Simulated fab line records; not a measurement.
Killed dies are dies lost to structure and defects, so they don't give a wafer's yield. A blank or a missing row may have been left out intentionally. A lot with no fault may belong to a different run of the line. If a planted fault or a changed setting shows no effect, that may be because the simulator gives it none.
Lot-split experiment	flow n5-finfet	route with 1938 steps; 7 lots, 21 wafers read

== THE SPLIT ITSELF ==
At N5_BEOL_M3_COAT_22 (resist thk 30 nm), the setting spin-rpm was moved away from the recipe's 1500 rpm on 11 of the 21 wafers read, by -10.7% to +6.7%. The other wafers ran this setting at the recipe's value.

The split's own step is where the reading is taken.

== THE READING ==
CAR-EUV_of_BEOL_M3_COAT_22.thk-nm (the simulator's own value, which no gauge read), in nm, at N5_BEOL_M3_COAT_22 (resist thk 30 nm). No usual value for it is given in the file. The 10 wafers here that ran the recipe average 29.9 nm, standard deviation 0.098 nm.

wafer	tool, chamber at the split	spin-rpm as run, rpm	against the recipe	CAR-EUV_of_BEOL_M3_COAT_22.thk-nm, nm	against lot-mates on the recipe
L075.1	litho-track-01, 0	1370	-8.7%	31.2	no lot-mate on the recipe
L075.3	litho-track-01, 0	1370	-8.7%	31.2	no lot-mate on the recipe
L075.5	litho-track-01, 0	1370	-8.7%	31.4	no lot-mate on the recipe
L081.1	litho-track-03, 0	1450	-3.3%	30.6	+0.6
L081.5	litho-track-03, 0	1450	-3.3%	30.6	+0.6
L081.2	litho-track-03, 0	1500	recipe	30	-
L085.1	litho-track-03, 0	1500	recipe	30	-
L085.2	litho-track-03, 0	1563	+4.2%	29.4	-0.6
L085.5	litho-track-03, 0	1563	+4.2%	29.4	-0.6
L086.2	litho-track-01, 0	1500	recipe	30	-
L086.3	litho-track-01, 0	1500	recipe	29.8	-
L086.5	litho-track-01, 0	1500	recipe	29.8	-
L090.1	litho-track-03, 0	1500	recipe	29.8	-
L090.5	litho-track-03, 0	1500	recipe	29.8	-
L090.3	litho-track-03, 0	1400	-6.7%	31	+1.2
L093.2	litho-track-05, 0	1500	recipe	30	-
L093.6	litho-track-05, 0	1500	recipe	30	-
L093.4	litho-track-05, 0	1340	-10.7%	31.8	+1.8
L096.1	litho-track-03, 0	1600	+6.7%	29.2	-0.8
L096.2	litho-track-03, 0	1600	+6.7%	29	-1.0
L096.3	litho-track-03, 0	1500	recipe	30	-

THE FIT
A straight line over all 21 wafers: CAR-EUV_of_BEOL_M3_COAT_22.thk-nm changes by -0.151 nm for each +1% of spin-rpm; r = -0.99; the points scatter about the line by 0.12 nm.
The same after taking each lot's own level away (the mean of its wafers on the recipe; 18 wafers): -0.158 nm for each +1%; r = -0.99; scatter 0.082 nm.
On that fit, the largest move of spin-rpm shifts the reading by 1.7 nm.
Measured against the standard deviation above, the lots' own levels, which go from 29.80 to 30.00 nm, span 2.0 times it.
The two slopes agree, so the slope changes little with the lot-to-lot level.
Check: for one of the wafers moved furthest among these (-10.7%), held out of the fit, the line's prediction against its lot-mates is +1.68 nm. It came out at +1.8 nm against them.

== OTHER SPLITS ON THESE WAFERS ==
Before the reading, these wafers also passed through other splits. Each is held against what the fit with the lots' levels taken away leaves over:
other split on the same wafers	wafers away from the commonest value	r with CAR-EUV_of_BEOL_M3_COAT_22.thk-nm (lot level and that fit taken away)
N5_BEOL_M2_DESCUM_33 time-s	7	+0.14

== THE FILE'S OWN FIT ==
CAR-EUV_of_BEOL_M3_COAT_22.thk-nm changes by -0.163 nm for each +1% of spin-rpm, r = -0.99.
